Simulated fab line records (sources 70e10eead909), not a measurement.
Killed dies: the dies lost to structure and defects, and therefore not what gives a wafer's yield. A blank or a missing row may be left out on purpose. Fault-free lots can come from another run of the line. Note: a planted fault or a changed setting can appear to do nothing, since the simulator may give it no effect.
Comparing a struck lot with a sound one || flow nandHarc || 14 steps out of a route of 1302
Sound: these wafers, L309.1, L309.5, L309.6. Struck: wafers L323.4, L323.5, L323.6. The cause is given at the end.
Order at every step that has rows: each side's tool, ch and its chambers, its first start. Under that, the readings that differ: sound wafers || struck wafers || difference of the means || sigmas: that difference in standard deviations of wafers without a fault.
alike: a reading whose means differ by less than 2 such deviations, as well as words and numbers matching on both sides. not compared: withheld readings; readings where some wafer has no value; bounds like >300 that might hide an equal value; numbers whose values overlap and for which the record gives no deviation.
The two part at a step that has a row with sigmas, a row that says differs or no value, or rows on one side only. When numbers do not overlap yet have no deviation, they are printed without sigmas and do not part them. A reading missing from all wafers of one side parts the sides only when that side holds two or more wafers.

first, 4 steps without rows for these wafers: NHARC_A_M1_EBR_05; NHARC_A_M1_EXPOSE_06 (exposes mask A M1, target cd 120 nm); NHARC_A_M1_PEB_07 (peb time 65 s); NHARC_A_M1_DEVELOP_08 (develop time 35 s).
NHARC_A_M1_CD_MEAS_09: the cd target is 120 nm.
  sound on cdSem-02 ch 0, day 23 15:23; struck on cdSem-01 ch 0, day 29 23:40
  alike: cdNm
NHARC_A_M1_OVL_MEAS_10: pitch 240 nm.
  struck on overlay-02, day 29 23:45; sound on overlay-02, day 23 15:29
  alike: overlayXNm, overlayYNm
NHARC_A_M1_INSPECT_11:
  struck on defectInspect-02, day 29 23:47; sound on defectInspect-02, day 23 15:31
  alike: rawDefectCount
NHARC_A_M1_DESCUM_14: chemistry O2, time 3 s.
  sound on rieDiel-11 ch 2,3, day 23 15:34; struck on rieDiel-12 ch 0,1,3, day 29 23:52
  alike: drypumpMotorCurrentA, oesProductAu, rfVppV, showerheadPlenumPTorr, throttleValvePct
  not compared: rfHoursCounterH
NHARC_A_M1_ETCH_35: etches the open film in N2/H2, target depth 40 nm, overetch 12 nm, time 43.94 s.
  sound on rieDiel-11 ch 1,2, day 23 15:40; struck on rieDiel-12 ch 0,1,2, day 29 23:57
  alike: biasW, chamberPressureMTorr, drypumpMotorCurrentA, oesProductAu, rfVppV, showerheadPlenumPTorr, throttleValvePct
  not compared: rfHoursCounterH
NHARC_A_M1_ETCH_15: etches the open film in C4F8/Ar, target depth 182.5 nm, time 91.2 s.
  sound: rieDiel-11 ch 0,1,2; struck: rieDiel-12 ch 2,3
{"reading": "oesProductAu (a.u.)", "sound": "0.945 0.904 0.900", "struck": "0.958 0.957 0.973", "difference": "+0.046", "sigmas": "+2"}
  alike: biasW, chamberPressureMTorr, rfVppV
  not compared: rfHoursCounterH
NHARC_A_M1_CD_MEAS_16:
  struck on cdSem-02, day 30 00:10; sound on cdSem-02, day 23 15:53
  alike: cdNm
NHARC_A_M1_STRIP_18: strips in N2/H2.
  sound on rieDiel-12 ch 0,1,2, day 23 16:02; struck on rieDiel-09 ch 1,2,3, day 30 00:17
  alike: drypumpMotorCurrentA, oesProductAu, rfVppV, showerheadPlenumPTorr, throttleValvePct
  not compared: rfHoursCounterH
NHARC_A_M1_ETCH_28: etches the open film in CF4/N2, target depth 30 nm, time 72.99 s.
  sound on rieDiel-12 ch 0,3, day 23 16:11; struck on rieDiel-09 ch 1,2, day 30 00:28
  no value came back on the struck wafers for any of 8 readings (biasW (W), cf4FlowSccm (sccm) and others); on the sound wafers biasW (W) reads 99.2 99.6 99.3
  not compared: rfHoursCounterH
then, 1 step without rows for these wafers: NHARC_A_M1_STRIP_19 (strips in post etch residue remover, time 600 s).

## WHERE THEY PART
Earliest at NHARC_A_M1_ETCH_15; latest, in this record, at NHARC_A_M1_ETCH_28.

WHY: the cause the simulator had injected
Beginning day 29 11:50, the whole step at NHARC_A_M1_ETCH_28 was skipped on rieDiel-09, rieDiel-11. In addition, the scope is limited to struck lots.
